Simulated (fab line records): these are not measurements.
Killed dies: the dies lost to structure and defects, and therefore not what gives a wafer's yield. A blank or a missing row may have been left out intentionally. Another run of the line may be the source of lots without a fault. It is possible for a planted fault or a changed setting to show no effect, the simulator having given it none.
Chamber matching    flow n5-finfet    4 sister chambers for N5_FIN_SAQP_ETCH_51 on rie-diel-04
The step etches SiARC in CF4, target depth 45.5 nm, time 75.8 s. 18 wafers are shown with their chamber, then 9 later ones without.

WAFERS, EACH WITH ITS CHAMBER
wafer   chamber  showerhead-plenum-p-Torr (Torr)  drypump-motor-current-A (A)  throttle-valve-pct (%)
L077.2  2        2.18                             5.7                          15.41
L077.3  0        2.11                             5.1                          15.83
L077.6  0        2.11                             5.1                          15.84
L079.2  2        2.18                             5.7                          15.43
L079.3  3        2.20                             5.7                          15.64
L079.4  2        2.18                             5.7                          15.42
L080.2  3        2.20                             5.6                          15.65
L080.4  1        2.19                             6.3                          15.43
L080.5  3        2.20                             5.7                          15.64
L084.1  1        2.19                             6.3                          15.46
L084.3  3        2.20                             5.7                          15.64
L084.5  1        2.19                             6.3                          15.46
L085.2  3        2.20                             5.7                          15.65
L085.3  1        2.19                             6.3                          15.47
L085.6  3        2.20                             5.6                          15.65
L089.1  2        2.18                             5.7                          15.44
L089.2  3        2.19                             5.6                          15.67
L089.5  2        2.18                             5.7                          15.44

SIGNATURES (averages over the wafers above)
reading                   chamber 0  chamber 1  chamber 2  chamber 3  scatter within a chamber
showerhead-plenum-p-Torr  2.1100     2.1900     2.1800     2.1986     0.00247
drypump-motor-current-A   5.100      6.300      5.700      5.657      0.035
throttle-valve-pct        15.8350    15.4550    15.4280    15.6486    0.0129
Rule: for each reading, subtract the chamber's mean from the wafer's reading, divide by that reading's scatter and square the result; add these up over the readings and take the root, which gives the wafer's distance from the chamber. The wafer belongs to the nearest chamber; if the next one is less than 2 further off, it can't be placed. The scatter: the root of (the sum of the squares of (reading less its chamber's mean) over the shown wafers, divided by (wafers less chambers)).

WAFERS WITH NO CHAMBER GIVEN
wafer   showerhead-plenum-p-Torr (Torr)  drypump-motor-current-A (A)  throttle-valve-pct (%)
L090.2  2.18                             6.3                          15.47
L090.3  2.19                             5.6                          15.68
L090.6  2.11                             5.1                          15.88
L091.3  2.11                             5.1                          15.88
L091.4  2.18                             5.7                          15.45
L091.6  2.11                             5.1                          15.88
L097.2  2.18                             6.3                          15.50
L097.3  2.19                             5.7                          15.71
L097.6  2.17                             5.7                          15.48

EACH ONE'S CHAMBER
wafer   from the rows above  in truth
L090.2  1                    1
L090.3  3                    3
L090.6  0                    0
L091.3  0                    0
L091.4  2                    2
L091.6  0                    0
L097.2  1                    1
L097.3  3                    3
L097.6  2                    2
Correct placement for 9 of the 9. From these rows, 0 cannot be placed. 0 placed wrongly.
